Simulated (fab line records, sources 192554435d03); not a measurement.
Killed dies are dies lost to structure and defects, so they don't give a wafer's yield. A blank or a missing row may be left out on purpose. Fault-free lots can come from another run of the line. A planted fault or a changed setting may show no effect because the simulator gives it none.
What tool caused it? | flow n5Finfet | 36 wafers sampled from 12 lots at 1 step of a route of 1938

== WHAT THE GAUGES READ, wafer by wafer ==
N5_DUMMY_GATE_INSPECT_17: inspects for defects (brightfield).
lot  | measured    | on               | rawDefectCount
L075 | day 3 03:58 | defectInspect-02 | 154 221 193
L077 | day 3 16:01 | defectInspect-02 | 221 271 244
L079 | day 4 03:35 | defectInspect-02 | 207 219 112
L081 | day 4 16:13 | defectInspect-02 | 314 141 201
L083 | day 5 07:27 | defectInspect-01 | 82 119 108
L085 | day 5 20:07 | defectInspect-01 | 215 186 153
L087 | day 6 04:33 | defectInspect-01 | 220 239 109
L089 | day 6 15:32 | defectInspect-01 | 115 94 136
L091 | day 7 06:00 | defectInspect-01 | 181 171 225
L093 | day 7 17:46 | defectInspect-01 | 145 285 187
L095 | day 8 04:31 | defectInspect-01 | 156 170 129
L097 | day 8 17:30 | defectInspect-02 | 214 236 186

== WHAT TOOL EACH LOT RAN ON (gives the tool, then ch and the chambers of the sampled wafers, and finally the start) ==
No process step before these readings appears in the record.

== THE ANSWER, worked out from the rows above alone ==
Rule: what is usual is taken from the lots themselves. Put in order of their means at a reading, lots are off if they are a third of the lots or fewer, leave a main group of 4 or more, and stand apart from it by a gap of 3 or more times the standard deviation of the main group's means; of several such gaps the widest counts. The tables above print the reading to a certain number of digits; a main group whose means all agree to those digits is not used. A lot without any number at a reading at which 4 lots or more have one is off too. All remaining lots with rows at the step are treated as sound.
No lot is off on any of the readings shown, so nothing can be concluded from this.

== WHAT THE SIMULATOR HAD PUT IN ==
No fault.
